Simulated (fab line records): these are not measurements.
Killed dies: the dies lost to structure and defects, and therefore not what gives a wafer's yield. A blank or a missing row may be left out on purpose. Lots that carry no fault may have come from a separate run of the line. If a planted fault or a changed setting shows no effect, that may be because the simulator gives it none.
Chamber matching :: flow nand harc :: NHARC_P_CONTACT_CMP_24 on cmp-04: 4 sister chambers
The step polishes, t overpolish 30 s, target thk 200 nm. 8 wafers are shown with their chamber, then 8 later ones without.

== WAFERS WITH THEIR CHAMBER ==
wafer: L084.5
chamber: 1
motor current A (A): 11.5
time to endpoint s (s): 39

wafer: L085.2
chamber: 1
motor current A (A): 12.1
time to endpoint s (s): 43

wafer: L085.3
chamber: 3
motor current A (A): 10.6
time to endpoint s (s): 35

wafer: L085.6
chamber: 0
motor current A (A): 12.4
time to endpoint s (s): 44

wafer: L086.1
chamber: 0
motor current A (A): 12.4
time to endpoint s (s): 45

wafer: L086.3
chamber: 2
motor current A (A): 13.6
time to endpoint s (s): 39

wafer: L086.4
chamber: 3
motor current A (A): 11.1
time to endpoint s (s): 36

wafer: L089.2
chamber: 2
motor current A (A): 14.4
time to endpoint s (s): 42

== WAFERS MISSING THEIR CHAMBER ==
wafer: L089.4
motor current A (A): 11.6
time to endpoint s (s): 41

wafer: L089.5
motor current A (A): 13.4
time to endpoint s (s): 40

wafer: L091.2
motor current A (A): 12.5
time to endpoint s (s): 42

wafer: L091.3
motor current A (A): 14.3
time to endpoint s (s): 37

wafer: L091.4
motor current A (A): 12.2
time to endpoint s (s): 42

wafer: L095.1
motor current A (A): 11.3
time to endpoint s (s): 33

wafer: L095.2
motor current A (A): 12.6
time to endpoint s (s): 44

wafer: L095.6
motor current A (A): 12.3
time to endpoint s (s): 41

== WHICH CHAMBER EACH ONE RAN IN ==
wafer: L089.4
from the rows above: 1
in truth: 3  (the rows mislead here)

wafer: L089.5
from the rows above: can't be placed: 2 or 0
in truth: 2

wafer: L091.2
from the rows above: can't be placed: 0 or 1
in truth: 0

wafer: L091.3
from the rows above: 2
in truth: 2

wafer: L091.4
from the rows above: can't be placed: 1 or 0
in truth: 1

wafer: L095.1
from the rows above: 3
in truth: 3

wafer: L095.2
from the rows above: 0
in truth: 0

wafer: L095.6
from the rows above: can't be placed: 1 or 0
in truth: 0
Correct placement for 3 of the 8. Cannot be placed on the basis of these rows: 4; the candidates contain the true chamber in 4. 1 placed wrongly.
How it was worked out, from the rows above alone: a wafer's distance from a chamber is the root of the sum, over the readings, of the square of ((its reading less the chamber's mean) divided by the reading's scatter). The wafer belongs to the nearest chamber; if the next one is less than 2 further off, it can't be placed. The mean given for a chamber averages the wafers shown for that chamber. The scatter: take each reading less its chamber's mean, square it, sum over the shown wafers, divide by the number of wafers less the number of chambers, and take the root.
